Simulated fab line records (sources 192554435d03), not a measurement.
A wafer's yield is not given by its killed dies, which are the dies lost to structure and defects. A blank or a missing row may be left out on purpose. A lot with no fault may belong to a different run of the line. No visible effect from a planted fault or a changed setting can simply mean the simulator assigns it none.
Lot-split experiment	flow n5 finfet	on a route of 1938 steps: 7 lots, 21 wafers read

## ON THE SPLIT
At N5_BEOL_M0_SAQP_ALD_48 (deposits SiO2, target thk 20 nm, pulse time 1 s, co reactant pulse time 1 s), the setting ald cycles was moved away from the recipe's 139 on 9 of the 21 wafers read, by -14.4% to +7.9%. For the rest of the wafers, this setting stayed at what the recipe calls for.

Reading taken at the split's own step.

## THE READING
SiO2_of_BEOL_M0_SAQP_ALD_48.thk nm (the simulator's own value, which no gauge read), in nm, at N5_BEOL_M0_SAQP_ALD_48 (deposits SiO2, target thk 20 nm, pulse time 1 s, co reactant pulse time 1 s). The file gives no usual value for it. Across the 12 wafers here that went through the recipe, the average is 20.0 nm and the standard deviation 0.075 nm.

wafer	tool, chamber at the split	ald cycles as run	against the recipe	SiO2_of_BEOL_M0_SAQP_ALD_48.thk nm, nm	against lot-mates on the recipe
L074.1	ald sin-04, 0,3	133	-4.3%	19.2	-0.8
L074.2	ald sin-04, 0,3	133	-4.3%	19.2	-0.8
L074.6	ald sin-04, 2	139	recipe	20	-
L075.1	ald sin-02, 1,3	139	recipe	20	-
L075.3	ald sin-02, 1,3	139	recipe	20	-
L075.2	ald sin-02, 0	139	recipe	19.8	-
L082.2	ald sin-04, 3,0	119	-14.4%	17	no lot-mate on the recipe
L082.3	ald sin-04, 3,0	119	-14.4%	17	no lot-mate on the recipe
L082.5	ald sin-04, 0	119	-14.4%	17.2	no lot-mate on the recipe
L084.2	ald sin-02, 1,2,1	139	recipe	20	-
L084.3	ald sin-02, 1,2,1	139	recipe	20	-
L084.6	ald sin-02, 1,2,1	139	recipe	20	-
L085.1	ald sin-04, 2,1,3	139	recipe	20	-
L085.4	ald sin-04, 2,1,3	139	recipe	20	-
L085.6	ald sin-04, 2,1,3	139	recipe	20	-
L087.1	ald sin-02, 0	139	recipe	19.8	-
L087.2	ald sin-02, 2,0	145	+4.3%	20.8	+1.0
L087.5	ald sin-02, 2,0	145	+4.3%	20.8	+1.0
L097.1	ald sin-01, 2,1	150	+7.9%	21.6	+1.6
L097.5	ald sin-01, 2,1	150	+7.9%	21.6	+1.6
L097.2	ald sin-01, 0	139	recipe	20	-
When a row names more than one chamber, that row covers several wafers, and the file does not tell which wafer ran in which chamber.

THE FIT
A straight line over all 21 wafers: SiO2_of_BEOL_M0_SAQP_ALD_48.thk nm changes by +0.201 nm for each +1% of ald cycles; r = +1.00; the points scatter about the line by 0.079 nm.
The same after taking each lot's own level away (the mean of its wafers on the recipe; 18 wafers): +0.203 nm for each +1%; r = +1.00; scatter 0.062 nm.
The reading moves by 2.9 nm for the largest change in ald cycles, on that fit.
The lots' own levels span 19.80 to 20.00 nm, that is 2.7 times the standard deviation above.
The two slopes agree, so the slope changes little with the lot-to-lot level.
Check: with one of the wafers moved furthest among these (+7.9%) left out of the fit, the line predicts +1.64 nm for it against its lot-mates. Against them it came out at +1.6 nm.

## OTHER SPLITS ON THESE WAFERS
Note: prior to the reading, these wafers also went through further splits. Each is held against what the fit with the lots' levels taken away leaves over:
other split on the same wafers	wafers away from the commonest value	r with SiO2_of_BEOL_M0_SAQP_ALD_48.thk nm (lot level and that fit taken away)
N5_GATE_CUT_COAT_34 spin rpm	6	-0.10
N5_MOL_CONTACT_COAG_EXPOSE_05 dose mj	6	+0.13
N5_MOL_CONTACT_COAG_ETCH_91 time s	8	-0.14
N5_MOL_CONTACT_COAG_ETCHBACK_135 time s	11	-0.05
N5_BEOL_M0_SAQP_DESCUM_45 time s	11	+0.23

## THE FILE'S OWN FIT
SiO2_of_BEOL_M0_SAQP_ALD_48.thk nm changes by +0.205 nm for each +1% of ald cycles, r = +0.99.
